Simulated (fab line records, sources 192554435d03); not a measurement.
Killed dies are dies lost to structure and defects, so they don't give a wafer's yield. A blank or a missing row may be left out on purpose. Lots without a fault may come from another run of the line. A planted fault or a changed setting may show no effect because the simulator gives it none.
Split-lot experiment | flow n5_finfet | 7 lots, 21 wafers read, on a route of 1938 steps

THE SPLIT
At N5_BEOL_M9_HM_DEP_02 (deposits TiN, target thk 20 nm), the setting target_thk_a was moved away from the recipe's 200 angstrom on 7 of the 21 wafers read, by -12.2% to +10.1%. The other wafers ran this setting at the recipe's value.

FROM THE SPLIT TO THE READING: what the file shows between them, 4 steps
- N5_BEOL_M9_COAT_59: time 60 s, resist thk 100 nm
- N5_BEOL_M9_COAT_60: time 60 s, resist thk 30 nm
- N5_BEOL_M9_STRIP_68: strips in N2/H2
- N5_BEOL_M9_STRIP_67: strips in CF4

THE READING
etch.depth_nm (the simulator's own value, which no gauge read), in nm, at N5_BEOL_M9_HM_OPEN_17 (chemistry Cl2/BCl3, target TiN, target depth 20 nm, overetch 6 nm). The file gives no usual value for it. The 14 wafers here that ran the recipe average 20.11 nm, standard deviation 0.17 nm.

wafer  | tool, chamber at the split | target_thk_a as run, angstrom | against the recipe | etch.depth_nm, nm | against lot-mates on the recipe
L075.3 | pvd_sputter-02, -          | 182.6                         | -8.7%              | 18.28             | -1.72
L075.5 | pvd_sputter-02, -          | 200                           | recipe             | 20.11             | -
L075.6 | pvd_sputter-02, -          | 200                           | recipe             | 19.89             | -
L085.1 | pvd_sputter-03, -          | 200                           | recipe             | 20.37             | -
L085.5 | pvd_sputter-03, -          | 200                           | recipe             | 20.27             | -
L085.6 | pvd_sputter-03, -          | 189                           | -5.5%              | 19.17             | -1.15
L088.2 | pvd_sputter-01, -          | 200                           | recipe             | 20.23             | -
L088.4 | pvd_sputter-01, -          | 200                           | recipe             | 20.26             | -
L088.6 | pvd_sputter-01, -          | 200                           | recipe             | 20.34             | -
L089.1 | pvd_sputter-01, -          | 220.1                         | +10.1%             | 22.01             | no lot-mate on the recipe
L089.4 | pvd_sputter-01, -          | 220.1                         | +10.1%             | 22                | no lot-mate on the recipe
L089.6 | pvd_sputter-01, -          | 220.1                         | +10.1%             | 22.13             | no lot-mate on the recipe
L096.2 | pvd_sputter-03, -          | 175.7                         | -12.2%             | 17.62             | -2.25
L096.3 | pvd_sputter-03, -          | 175.7                         | -12.2%             | 17.41             | -2.46
L096.6 | pvd_sputter-03, -          | 200                           | recipe             | 19.87             | -
L093.1 | pvd_sputter-03, -          | 200                           | recipe             | 19.89             | -
L093.3 | pvd_sputter-03, -          | 200                           | recipe             | 20.03             | -
L093.6 | pvd_sputter-03, -          | 200                           | recipe             | 19.93             | -
L095.2 | pvd_sputter-02, -          | 200                           | recipe             | 20.13             | -
L095.5 | pvd_sputter-02, -          | 200                           | recipe             | 20.25             | -
L095.6 | pvd_sputter-02, -          | 200                           | recipe             | 20                | -

THE FIT
A straight line over all 21 wafers: etch.depth_nm changes by +0.202 nm for each +1% of target_thk_a; r = +0.99; the points scatter about the line by 0.17 nm.
The same after taking each lot's own level away (the mean of its wafers on the recipe; 18 wafers): +0.195 nm for each +1%; r = +1.00; scatter 0.081 nm.
On that fit, the largest move of target_thk_a shifts the reading by 2.4 nm.
The lots' own levels span 19.870 to 20.320 nm, that is 2.6 times the standard deviation above.
So the lot-to-lot level changes the slope little: the two slopes agree.
Check: with one of the wafers moved furthest among these (-12.2%) left out of the fit, the line predicts -2.45 nm for it against its lot-mates. It came out at -2.25 nm against them.

OTHER SPLITS ON THESE WAFERS
These wafers also went through other splits before the reading. Each is held against what the fit with the lots' levels taken away leaves over:
other split on the same wafers    | wafers away from the commonest value | r with etch.depth_nm (lot level and that fit taken away)
N5_BEOL_M5_COAT_74 spin_rpm       | 4                                    | -0.13
N5_BEOL_M6_ILD_DEP_00 time_s      | 6                                    | +0.11
N5_BEOL_M6_COAT_60 spin_rpm       | 8                                    | +0.06
N5_BEOL_M7_ILD_DEP_00 time_s      | 9                                    | -0.08
N5_BEOL_M7_PECVD_70 time_s        | 9                                    | +0.09
N5_BEOL_M8_HM_DEP_02 target_thk_a | 8                                    | +0.16

THE WHOLE CHAIN: every reading that the file lists as answering this split, in the file's order
step                  | what it does                                                      | reading                                                                          | change (the file's fit)               | r (the file's)
N5_BEOL_M9_HM_DEP_02  | deposits TiN, target thk 20 nm                                    | TiN_of_BEOL_M9_HM_DEP_02.thk_nm (the simulator's own value, which no gauge read) | +0.196 nm for each +1% of the setting | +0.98
N5_BEOL_M9_HM_OPEN_17 | chemistry Cl2/BCl3, target TiN, target depth 20 nm, overetch 6 nm | etch.depth_nm (the simulator's own value, which no gauge read)                   | +0.197 nm for each +1% of the setting | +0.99

THE FILE'S OWN FIT
etch.depth_nm changes by +0.197 nm for each +1% of target_thk_a, r = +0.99.
